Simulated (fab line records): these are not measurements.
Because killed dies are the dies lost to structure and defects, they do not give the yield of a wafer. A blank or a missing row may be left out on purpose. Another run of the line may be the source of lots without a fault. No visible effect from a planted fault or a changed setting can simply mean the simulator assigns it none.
A single fault, viewed from 2 desks + flow n5Finfet + what lay behind the numbers comes last; until then each desk has only its own

THE TOOL OWNER'S DESK: aldMetal-02
The tool's own readings at N5_HKMG_FIN_ALD_21 (deposits TiN, target thk 1.5 nm, pulse time 1 s, purge time 3 s): means of the sampled wafers that have a number, for each lot that ran on this tool. Marked OUT: a lot whose mean sits more than 4 standard deviations from the usual mean, which makes it out of limits; the brackets give that distance.
Columns: A = heaterPowerW at N5_HKMG_FIN_ALD_21, usual 883 W; B = precursorPulseHeightRel at N5_HKMG_FIN_ALD_21, usual 1.001
| lot  | first seen here | A   | B     |
|------|-----------------|-----|-------|
| L781 | day 5 07:37     | 848 | 1.017 |
| L795 | day 8 19:26     | 818 | 0.998 |
| L796 | day 8 21:59     | 805 | 1.013 |
Finding of this desk: none of the 3 lots has anything out of limits.

AT THE METROLOGY DESK
Means of the sampled wafers that have a number, per lot and without regard to the tool the lot ran on: this is what the gauges read. Marked OUT: a lot whose mean sits more than 4 standard deviations from the usual mean, which makes it out of limits; the brackets give that distance. Shown here are 7 of its 10 readings, the ones lying furthest out on some lot.
Columns: A = DIBL_N at N5_BEOL_M4_RC_MEAS_101, usual 36.5 mV/V; B = DIBL_P at N5_BEOL_M4_RC_MEAS_101, usual 36.5 mV/V; C = IOFF_P at N5_BEOL_M4_RC_MEAS_101, usual 0.22 nA/um; D = ION_N at N5_BEOL_M4_RC_MEAS_101, usual 677 uA/um; E = ION_P at N5_BEOL_M4_RC_MEAS_101, usual 463 uA/um; F = SS_N at N5_BEOL_M4_RC_MEAS_101, usual 71.6 mV/dec; G = VT_P at N5_BEOL_M4_RC_MEAS_101, usual -250 mV
| lot  | first seen here | A    | B    | C    | D   | E   | F    | G    |
|------|-----------------|------|------|------|-----|-----|------|------|
| L781 | day 8 21:38     | 35.6 | 35.0 | 0.18 | 678 | 462 | 71.3 | -252 |
| L783 | day 9 20:25     | 36.6 | 37.6 | 0.23 | 686 | 470 | 71.6 | -248 |
| L796 | day 12 10:41    | 36.7 | 37.8 | 0.29 | 695 | 485 | 71.9 | -242 |
| L795 | day 12 13:20    | 38.4 | 37.7 | 0.22 | 668 | 460 | 72.2 | -248 |
| L797 | day 13 18:33    | 34.4 | 35.8 | 0.19 | 666 | 458 | 71.0 | -254 |
| L798 | day 13 21:13    | 33.1 | 33.6 | 0.19 | 668 | 468 | 70.8 | -248 |
Finding of this desk: none of the 6 lots has anything out of limits.

TAKEN TOGETHER
The desk of the tool owner found nothing out of limits.
Nothing out of limits was seen by the metrology desk.

WHAT THE SIMULATOR HAD PUT IN
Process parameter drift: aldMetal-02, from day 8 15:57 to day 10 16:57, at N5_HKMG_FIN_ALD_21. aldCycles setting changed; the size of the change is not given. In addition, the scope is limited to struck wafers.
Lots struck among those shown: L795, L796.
